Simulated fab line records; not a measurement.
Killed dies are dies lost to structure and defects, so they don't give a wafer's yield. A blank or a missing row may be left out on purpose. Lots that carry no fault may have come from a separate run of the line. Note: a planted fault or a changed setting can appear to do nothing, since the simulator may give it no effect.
Chamber matching / flow nand_harc / NHARC_A_CHANNEL_FILL_D1_CMP_10 on cmp-01 has 4 sister chambers
The step polishes, target thk 150 nm. 18 wafers are shown with their chamber, then 9 later ones without.

## EACH WAFER AND ITS CHAMBER
wafer=L074.1; chamber=3; time_to_endpoint_s (s)=15.7; motor_current_A (A)=9.6
wafer=L074.2; chamber=0; time_to_endpoint_s (s)=17.2; motor_current_A (A)=12.6
wafer=L074.5; chamber=3; time_to_endpoint_s (s)=17.3; motor_current_A (A)=9.6
wafer=L081.1; chamber=0; time_to_endpoint_s (s)=18.8; motor_current_A (A)=12.1
wafer=L081.3; chamber=1; time_to_endpoint_s (s)=9.7; motor_current_A (A)=11.5
wafer=L081.6; chamber=0; time_to_endpoint_s (s)=16.2; motor_current_A (A)=12.9
wafer=L082.1; chamber=0; time_to_endpoint_s (s)=15.7; motor_current_A (A)=13.4
wafer=L082.2; chamber=2; time_to_endpoint_s (s)=14.1; motor_current_A (A)=12.1
wafer=L082.4; chamber=3; time_to_endpoint_s (s)=15.6; motor_current_A (A)=10.2
wafer=L085.1; chamber=3; time_to_endpoint_s (s)=14.6; motor_current_A (A)=10.2
wafer=L085.4; chamber=2; time_to_endpoint_s (s)=16.0; motor_current_A (A)=11.5
wafer=L085.5; chamber=0; time_to_endpoint_s (s)=18.8; motor_current_A (A)=12.3
wafer=L086.1; chamber=1; time_to_endpoint_s (s)=9.7; motor_current_A (A)=11.7
wafer=L086.3; chamber=0; time_to_endpoint_s (s)=16.9; motor_current_A (A)=13.0
wafer=L086.5; chamber=3; time_to_endpoint_s (s)=15.4; motor_current_A (A)=9.7
wafer=L090.1; chamber=3; time_to_endpoint_s (s)=16.3; motor_current_A (A)=10.0
wafer=L090.3; chamber=0; time_to_endpoint_s (s)=17.9; motor_current_A (A)=12.5
wafer=L090.6; chamber=0; time_to_endpoint_s (s)=19.1; motor_current_A (A)=13.3

SIGNATURES (averages over the wafers above)
reading=time_to_endpoint_s; chamber 0=17.575; chamber 1=9.700; chamber 2=15.050; chamber 3=15.817; scatter within a chamber=1.11
reading=motor_current_A; chamber 0=12.762; chamber 1=11.600; chamber 2=11.800; chamber 3=9.883; scatter within a chamber=0.39
Rule: for a wafer and a chamber, the distance is found by dividing, reading by reading, the gap between the wafer's reading and the chamber's mean by the reading's scatter, squaring, summing and taking the root. If the next closest chamber is less than 2 further off than the closest, the wafer can't be placed; otherwise it belongs to the closest. The scatter is the square root of a quotient: the sum, over the shown wafers, of each reading's squared deviation from its chamber's mean, divided by wafers minus chambers.

## WAFERS WITHOUT THEIR CHAMBER
wafer=L092.1; time_to_endpoint_s (s)=14.3; motor_current_A (A)=9.8
wafer=L092.2; time_to_endpoint_s (s)=10.6; motor_current_A (A)=11.5
wafer=L092.3; time_to_endpoint_s (s)=17.3; motor_current_A (A)=12.8
wafer=L093.2; time_to_endpoint_s (s)=9.2; motor_current_A (A)=11.1
wafer=L093.3; time_to_endpoint_s (s)=16.6; motor_current_A (A)=12.8
wafer=L093.6; time_to_endpoint_s (s)=11.1; motor_current_A (A)=10.2
wafer=L097.3; time_to_endpoint_s (s)=11.0; motor_current_A (A)=11.9
wafer=L097.4; time_to_endpoint_s (s)=12.4; motor_current_A (A)=12.6
wafer=L097.6; time_to_endpoint_s (s)=15.5; motor_current_A (A)=12.5

## WHICH CHAMBER EACH ONE RAN IN
wafer=L092.1; from the rows above=3; in truth=3
wafer=L092.2; from the rows above=1; in truth=1
wafer=L092.3; from the rows above=0; in truth=0
wafer=L093.2; from the rows above=1; in truth=1
wafer=L093.3; from the rows above=0; in truth=0
wafer=L093.6; from the rows above=can't be placed: 1 or 3 or 2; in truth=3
wafer=L097.3; from the rows above=1; in truth=1
wafer=L097.4; from the rows above=can't be placed: 2 or 1 or 0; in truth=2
wafer=L097.6; from the rows above=can't be placed: 2 or 0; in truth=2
Correct placement for 6 of the 9. Can't be placed from these rows: 3 (the true chamber is among the candidates in 3). 0 placed wrongly.
